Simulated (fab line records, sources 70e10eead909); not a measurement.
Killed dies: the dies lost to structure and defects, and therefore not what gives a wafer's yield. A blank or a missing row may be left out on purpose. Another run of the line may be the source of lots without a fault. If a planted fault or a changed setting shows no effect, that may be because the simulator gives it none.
The tool behind it: which one?    flow nand harc    11 lots with 33 wafers sampled at 3 steps, on a route of 1302 steps

## WHAT THE GAUGES READ, wafer by wafer
NHARC_P_CONTACT_CD_MEAS_12: target cd 90 nm.
lot   measured      on         cd nm (nm)
L121  day 6 00:58   cd sem-02  89.6 90.0 89.9
L123  day 7 02:14   cd sem-03  89.4 89.3 89.6
L122  day 7 03:05   cd sem-02  90.2 90.8 90.8
L124  day 7 16:05   cd sem-03  89.8 89.8 90.2
L125  day 8 00:38   cd sem-01  89.6 89.9 90.1
L127  day 8 23:51   cd sem-02  90.0 90.1 89.4
L128  day 9 00:37   cd sem-03  89.7 89.8 89.8
L129  day 9 13:47   cd sem-01  90.5 89.6 89.8
L130  day 10 00:46  cd sem-03  91.2 90.3 91.3
L133  day 11 07:53  cd sem-03  90.6 90.0 89.9
L134  day 11 21:56  cd sem-03  94.5 94.7 94.8

## EACH LOT AND THE TOOL THAT RAN IT (in order: tool; ch and the chambers of the sampled wafers; start)
lot   NHARC_P_GATE_STRIP_113                NHARC_P_CONTACT_EXPOSE_09
L121  plasma asher-01 ch 0,1, day 5 20:55   arfi scanner-03 ch 0, day 6 00:49
L123  plasma asher-02 ch 0,1, day 6 22:05   arfi scanner-02 ch 0, day 7 02:06
L122  plasma asher-02 ch 0,1, day 6 22:59   arfi scanner-03 ch 0, day 7 02:56
L124  plasma asher-02 ch 0,1, day 7 12:01   arfi scanner-02 ch 0, day 7 15:57
L125  plasma asher-01 ch 0,1, day 7 20:44   arfi scanner-01 ch 0, day 8 00:30
L127  plasma asher-02 ch 0,1, day 8 20:04   arfi scanner-01 ch 0, day 8 23:43
L128  plasma asher-01 ch 0,1, day 8 20:31   arfi scanner-01 ch 0, day 9 00:28
L129  plasma asher-02 ch 0,1, day 9 09:39   arfi scanner-03 ch 0, day 9 13:39
L130  plasma asher-01 ch 0,1, day 9 20:50   arfi scanner-02 ch 0, day 10 00:38
L133  plasma asher-01 ch 0,1, day 11 03:50  arfi scanner-03 ch 0, day 11 07:44
L134  plasma asher-01 ch 0,1, day 11 18:07  arfi scanner-02 ch 0, day 11 21:48
- NHARC_P_GATE_STRIP_113: strips in N2/H2, time 740 s.
- NHARC_P_CONTACT_EXPOSE_09: exposes mask P CA, target cd 90 nm.

## THE ANSWER, worked out from the rows above alone
Rule: usual is defined by the lots themselves. Put in order of their means at a reading, lots are off if they are a third of the lots or fewer, leave a main group of 4 or more, and stand apart from it by a gap of 3 or more times the standard deviation of the main group's means; of several such gaps the widest counts. The tables above print the reading to a certain number of digits; a main group whose means all agree to those digits is not used. A lot without any number at a reading at which 4 lots or more have one is off too. All remaining lots with rows at the step are treated as sound.
Off: L134, at NHARC_P_CONTACT_CD_MEAS_12 (cd nm). For the main group the mean is 90.0 nm and the standard deviation 0.41.
If a tool, at a process step before that reading, ran all the lots that are off and no sound lot after the first of them, it fits. Those tools and the gauges at NHARC_P_CONTACT_CD_MEAS_12 are tried in the same way. Can't be told from this: 3 tools fit, plasma asher-01 at NHARC_P_GATE_STRIP_113, arfi scanner-02 at NHARC_P_CONTACT_EXPOSE_09, cd sem-03 at NHARC_P_CONTACT_CD_MEAS_12.

## WHAT THE SIMULATOR HAD PUT IN
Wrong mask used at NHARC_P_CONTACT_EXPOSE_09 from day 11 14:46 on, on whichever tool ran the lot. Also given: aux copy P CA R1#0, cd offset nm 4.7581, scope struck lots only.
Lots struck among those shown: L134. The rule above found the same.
